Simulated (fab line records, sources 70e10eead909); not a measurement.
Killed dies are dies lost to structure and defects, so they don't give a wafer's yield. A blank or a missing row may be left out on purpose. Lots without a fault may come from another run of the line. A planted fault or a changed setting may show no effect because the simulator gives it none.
A struck lot beside a sound one | flow nand_harc | 44 steps out of a route of 1159
Sound: wafers L146.3, L146.4, L146.5. Struck: wafers L156.2, L156.3. (L156.5 of the same lot was not struck and is left out.) The cause comes at the end.
At each step with rows: each side's tool, then ch and its chambers, then its first start. Under that, the readings that differ: sound wafers | struck wafers | difference of the means | sigmas: that difference in standard deviations of wafers without a fault.
alike: readings whose means differ by less than 2 such deviations, and words and numbers that are the same on both sides. not compared: withheld readings, readings that some wafer has no value for, bounds like >300 that may hide the same value, and numbers for which the record gives no deviation and whose values overlap.
The two part at a step that has a row with sigmas, a row that says differs or no value, or rows on one side only. Numbers that don't overlap but have no deviation are shown without sigmas and don't part them. A reading that every wafer of one side lacks parts them only if that side has two wafers or more.

first, 8 steps without rows for these wafers: NHARC_P_GATE_DEHYDRATE_38 (time 120 s); NHARC_P_GATE_HMDS_39 (time 30 s); NHARC_P_GATE_COAT_40; NHARC_P_GATE_SOFTBAKE_41 (time 95 s); NHARC_P_GATE_EBR_42; NHARC_P_GATE_EXPOSE_43 (exposes mask P NSD, target cd 720 nm); NHARC_P_GATE_PEB_44 (peb time 85 s); NHARC_P_GATE_DEVELOP_45 (time 70 s).
NHARC_P_GATE_CD_MEAS_46: target cd 720 nm.
  sound on cd_sem-02 ch 0, day 7 09:41; struck on cd_sem-03 ch 0, day 10 08:18
  alike: cd_nm
then, 1 step without rows for these wafers: NHARC_P_GATE_HARDBAKE_47 (time 80 s).
NHARC_P_GATE_DESCUM_48: chemistry O2, time 3 s.
  sound on rie_diel-12 ch 1,2,3, day 7 09:51; struck on rie_diel-11 ch 1,2, day 10 08:28
  alike: drypump_motor_current_A, o2_flow_sccm, oes_product_au, rf_vpp_V, showerhead_plenum_p_Torr, throttle_valve_pct
  not compared: rf_hours_counter_h
then, 1 step without rows for these wafers: NHARC_P_GATE_IMPLANT_49.
NHARC_P_GATE_STRIP_111: strips in N2/H2, time 250 s.
  sound on plasma_asher-02 ch 0,1, day 7 10:19; struck on plasma_asher-01 ch 1, day 10 08:53
  alike: drypump_motor_current_A, heater_power_w
  not compared: rf_hours_counter_h
NHARC_P_GATE_STRIP_75: strips in O2.
  sound on plasma_asher-02 ch 0,1, day 7 10:32; struck on plasma_asher-01 ch 1, day 10 09:08
  alike: drypump_motor_current_A, heater_power_w
  not compared: rf_hours_counter_h
then, 9 steps without rows for these wafers: NHARC_P_GATE_STRIP_50 (strips in SPM, time 900 s); NHARC_P_GATE_DEHYDRATE_51 (time 120 s); NHARC_P_GATE_HMDS_52 (time 30 s); NHARC_P_GATE_COAT_53; NHARC_P_GATE_SOFTBAKE_54 (time 95 s); NHARC_P_GATE_EBR_55; NHARC_P_GATE_EXPOSE_56 (exposes mask P PSD, target cd 720 nm); NHARC_P_GATE_PEB_57 (peb time 85 s); NHARC_P_GATE_DEVELOP_58 (time 70 s).
NHARC_P_GATE_CD_MEAS_59: target cd 720 nm.
  sound on cd_sem-02 ch 0, day 7 11:30; struck on cd_sem-03 ch 0, day 10 10:03
  alike: cd_nm
then, 1 step without rows for these wafers: NHARC_P_GATE_HARDBAKE_60 (time 80 s).
NHARC_P_GATE_DESCUM_61: chemistry O2, time 3 s.
  sound on rie_diel-03 ch 0,1, day 7 11:40; struck on rie_diel-03 ch 0,3, day 10 10:13
  alike: drypump_motor_current_A, o2_flow_sccm, oes_product_au, rf_vpp_V, showerhead_plenum_p_Torr, throttle_valve_pct
  not compared: rf_hours_counter_h
then, 1 step without rows for these wafers: NHARC_P_GATE_IMPLANT_62.
NHARC_P_GATE_STRIP_112: strips in N2/H2, time 200 s.
  sound on plasma_asher-01 ch 0,1, day 7 12:08; struck on plasma_asher-01 ch 1, day 10 11:05
  alike: drypump_motor_current_A, heater_power_w
  not compared: rf_hours_counter_h
then, 10 steps without rows for these wafers: NHARC_P_GATE_STRIP_76 (strips in O2); NHARC_P_GATE_STRIP_63 (strips in SPM, time 900 s); NHARC_P_GATE_DEHYDRATE_83 (time 120 s); NHARC_P_GATE_HMDS_84 (time 30 s); NHARC_P_GATE_COAT_85; NHARC_P_GATE_SOFTBAKE_86 (time 95 s); NHARC_P_GATE_EBR_87; NHARC_P_GATE_EXPOSE_88 (exposes mask P HVN, target cd 2000 nm); NHARC_P_GATE_PEB_89 (peb time 85 s); NHARC_P_GATE_DEVELOP_90 (time 70 s).
NHARC_P_GATE_CD_MEAS_91: target cd 2000 nm.
  sound on cd_sem-02 ch 0, day 7 13:15; struck on cd_sem-03 ch 0, day 10 12:08
  alike: cd_nm
then, 1 step without rows for these wafers: NHARC_P_GATE_HARDBAKE_92 (time 80 s).
NHARC_P_GATE_DESCUM_93: chemistry O2, time 3 s.
  sound on rie_diel-12 ch 0,2, day 7 13:25; struck on rie_diel-03 ch 0,2, day 10 12:19
  alike: drypump_motor_current_A, o2_flow_sccm, oes_product_au, rf_vpp_V, showerhead_plenum_p_Torr, throttle_valve_pct
  not compared: rf_hours_counter_h
then, 1 step without rows for these wafers: NHARC_P_GATE_IMPLANT_94.
NHARC_P_GATE_INSPECT_68:
  sound on defect_inspect-01, day 7 16:23; struck on defect_inspect-01, day 10 15:23
  reading          | sound       | struck  | difference | sigmas
  raw_defect_count | 124 176 253 | 532 631 | +397       | +6
-- the record jumps here: 14 days lie between the struck wafers' starts before and after (it left off in module P_GATE and takes up again in module END, whose first step shown is number 1159 of the route) --
NHARC_END_SORT_01:
  the record has rows for the struck wafers here (prober-01 ch 0, day 24 08:07) and none for the sound ones

WHERE THEY PART
First at NHARC_P_GATE_INSPECT_68; last, within this record, at NHARC_END_SORT_01.

WHY: what the simulator had put in
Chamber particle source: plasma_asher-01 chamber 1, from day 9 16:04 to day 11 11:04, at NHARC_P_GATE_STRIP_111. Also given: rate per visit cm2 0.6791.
